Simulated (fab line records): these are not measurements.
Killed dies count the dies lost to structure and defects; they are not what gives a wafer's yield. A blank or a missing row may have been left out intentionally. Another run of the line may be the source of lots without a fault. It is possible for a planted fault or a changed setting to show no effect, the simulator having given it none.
Which tool did it?	flow n5 finfet	24 lots, 72 wafers sampled, at 3 steps of a route of 1938

## WHAT THE GAUGES READ, wafer by wafer
N5_FIN_SAQP_CD_MEAS_16 targets a cd of 35.6 nm. Usual: 35.5 nm for cd nm, sd 0.3.
lot	measured	on	cd nm (nm)	flag
L074	day 1 22:04	cd sem-01	36.2 36.1 36.3	
L075	day 2 03:35	cd sem-03	35.5 35.8 35.3	
L076	day 2 09:53	cd sem-03	35.3 35.3 35.2	
L077	day 2 15:37	cd sem-03	35.4 35.3 35.4	
L078	day 2 21:20	cd sem-03	35.8 35.3 35.3	
L079	day 3 03:56	cd sem-02	35.2 35.4 35.1	
L080	day 3 10:36	cd sem-01	35.8 35.8 35.6	
L081	day 3 15:52	cd sem-02	35.4 35.6 35.9	
L082	day 3 21:37	cd sem-03	35.2 35.4 35.2	
L083	day 4 04:02	cd sem-02	35.5 35.7 35.2	
L084	day 4 09:21	cd sem-03	35.6 35.6 35.9	
L085	day 4 15:30	cd sem-02	35.5 35.7 36.0	
L086	day 5 00:21	cd sem-03	35.2 34.9 35.1	
L087	day 5 04:46	cd sem-01	36.0 35.3 35.3	
L088	day 5 09:37	cd sem-03	35.7 35.3 35.7	
L089	day 5 15:25	cd sem-02	35.7 35.4 35.7	
L090	day 5 21:44	cd sem-02	35.2 35.3 35.0	
L091	day 6 03:21	cd sem-03	35.7 35.5 35.7	
L092	day 6 09:38	cd sem-03	35.6 35.5 35.1	
L093	day 6 15:36	cd sem-01	35.5 35.4 35.7	
L094	day 6 22:12	cd sem-01	35.3 35.2 35.1	
L095	day 7 04:36	cd sem-01	35.7 35.7 35.8	
L096	day 7 11:20	cd sem-01	34.7 34.9 35.2	
L097	day 7 17:16	cd sem-02	35.0 35.4 35.5	

## TOOL THAT RAN EACH LOT (tool first, then ch and the chambers of the sampled wafers, then the start)
lot	N5_FIN_SAQP_ALD_61	N5_FIN_SAQP_PECVD_48
L074	ald sin-02 ch 0,2, day 1 20:50	pecvd-01 ch 0,2, day 1 21:27
L075	ald sin-01 ch 0,3, day 2 02:22	pecvd-01 ch 1,2, day 2 02:58
L076	ald sin-03 ch 0,1,2, day 2 08:37	pecvd-02 ch 0,1, day 2 09:13
L077	ald sin-01 ch 2,3, day 2 14:19	pecvd-03 ch 0,1, day 2 14:59
L078	ald sin-02 ch 1,2, day 2 20:02	pecvd-01 ch 1,2, day 2 20:43
L079	ald sin-01 ch 1,2,3, day 3 02:42	pecvd-03 ch 0,1, day 3 03:17
L080	ald sin-02 ch 1,2,3, day 3 09:11	pecvd-01 ch 0,1, day 3 10:04
L081	ald sin-02 ch 1,3, day 3 14:37	pecvd-02 ch 0,1,2, day 3 15:15
L082	ald sin-02 ch 1,2,3, day 3 20:26	pecvd-02 ch 0,1,2, day 3 21:07
L083	ald sin-02 ch 1,2,3, day 4 02:58	pecvd-02 ch 0,1,2, day 4 03:33
L084	ald sin-03 ch 0,2,3, day 4 08:06	pecvd-03 ch 1,2, day 4 08:52
L085	ald sin-03 ch 0,3, day 4 14:13	pecvd-02 ch 1,2, day 4 14:53
L086	ald sin-03 ch 0,2,3, day 4 23:10	pecvd-03 ch 0,1, day 4 23:44
L087	ald sin-02 ch 0,1, day 5 03:34	pecvd-01 ch 0,2, day 5 04:08
L088	ald sin-02 ch 0,2,3, day 5 08:19	pecvd-02 ch 0,1, day 5 08:59
L089	ald sin-03 ch 1,3, day 5 14:20	pecvd-02 ch 0,1,2, day 5 14:55
L090	ald sin-01 ch 1,3, day 5 20:25	pecvd-03 ch 0,1, day 5 21:06
L091	ald sin-01 ch 0,1,2, day 6 02:13	pecvd-02 ch 0,1, day 6 02:52
L092	ald sin-01 ch 1,2,3, day 6 08:18	pecvd-02 ch 0,1,2, day 6 09:01
L093	ald sin-02 ch 1,2,3, day 6 14:27	pecvd-01 ch 0,1,2, day 6 14:59
L094	ald sin-01 ch 0,1,2, day 6 21:01	pecvd-01 ch 0,2, day 6 21:35
L095	ald sin-03 ch 0,3, day 7 03:23	pecvd-01 ch 0,2, day 7 03:59
L096	ald sin-01 ch 1,2,3, day 7 10:13	pecvd-03 ch 0,1, day 7 10:52
L097	ald sin-01 ch 0,2,3, day 7 16:02	pecvd-03 ch 0,2, day 7 16:46
- N5_FIN_SAQP_ALD_61: deposits SiO2, target thk 4 nm, pulse time 1 s, purge time 2 s.
- N5_FIN_SAQP_PECVD_48: deposits SiNx from SiH4/NH3/N2, target thk 25 nm, time 22.1 s.

## WHAT THE TOOLS THEMSELVES READ (means of the sampled wafers that have a number; where no wafer has one, the mark that the record gives instead)
N5_FIN_SAQP_ALD_61. Usual: heater power w 482 W, standard deviation 34; precursor pulse height rel 1.000, standard deviation 0.02.
lot	tool	heater power w (W)	precursor pulse height rel	flag
L074	ald sin-02	480	0.988	
L075	ald sin-01	452	0.999	
L076	ald sin-03	522	0.996	
L077	ald sin-01	459	0.995	
L078	ald sin-02	471	1.007	
L079	ald sin-01	442	0.994	
L080	ald sin-02	467	0.992	
L081	ald sin-02	476	0.985	
L082	ald sin-02	477	0.991	
L083	ald sin-02	466	1.000	
L084	ald sin-03	523	0.985	
L085	ald sin-03	501	1.009	
L086	ald sin-03	515	0.984	
L087	ald sin-02	487	0.996	
L088	ald sin-02	470	1.008	
L089	ald sin-03	526	0.982	
L090	ald sin-01	443	1.014	
L091	ald sin-01	484	0.996	
L092	ald sin-01	445	1.006	
L093	ald sin-02	463	1.016	
L094	ald sin-01	476	1.001	
L095	ald sin-03	504	1.004	
L096	ald sin-01	452	0.983	
L097	ald sin-01	475	1.005	

N5_FIN_SAQP_PECVD_48. Usual: heater power w 783 W, standard deviation 100; showerhead plenum p Torr 5.17 Torr, standard deviation 0.063; throttle valve pct 41.0 %, standard deviation 1.8.
lot	tool	heater power w (W)	showerhead plenum p Torr (Torr)	throttle valve pct (%)	flag
L074	pecvd-01	772	5.16	40.0	
L075	pecvd-01	739	5.21	40.9	
L076	pecvd-02	844	5.22	40.2	
L077	pecvd-03	864	5.12	40.4	
L078	pecvd-01	821	5.21	42.9	
L079	pecvd-03	894	5.12	40.5	
L080	pecvd-01	698	5.12	43.2	
L081	pecvd-02	817	5.21	40.5	
L082	pecvd-02	760	5.22	40.5	
L083	pecvd-02	778	5.21	40.4	
L084	pecvd-03	747	5.08	40.7	
L085	pecvd-02	756	5.19	40.7	
L086	pecvd-03	866	5.13	40.6	
L087	pecvd-01	726	5.16	40.2	
L088	pecvd-02	891	5.21	41.1	
L089	pecvd-02	727	5.21	40.5	
L090	pecvd-03	840	5.16	40.0	
L091	pecvd-02	822	5.22	40.3	
L092	pecvd-02	778	5.21	40.6	
L093	pecvd-01	740	5.16	42.1	
L094	pecvd-01	764	5.16	40.2	
L095	pecvd-01	679	5.17	40.3	
L096	pecvd-03	829	5.15	39.9	
L097	pecvd-03	761	5.11	40.0	

## THE ANSWER, worked out from the rows above alone
Rule: a lot counts as off when the mean over its wafers that have a number is more than 3 standard deviations away from the usual mean. Also off: a lot with no number at a reading for which 4 or more lots have one. The other lots that the step has rows for count as sound. After the gauges, taken in route order, come the tools' own readings; for these a lot's mean is taken, as printed above. At the first step where some lot is off, the reading lying furthest off is the one used; lots without a number count as furthest.
None of the lots is off at any reading shown; this tells nothing.

## WHAT THE SIMULATOR HAD INSERTED
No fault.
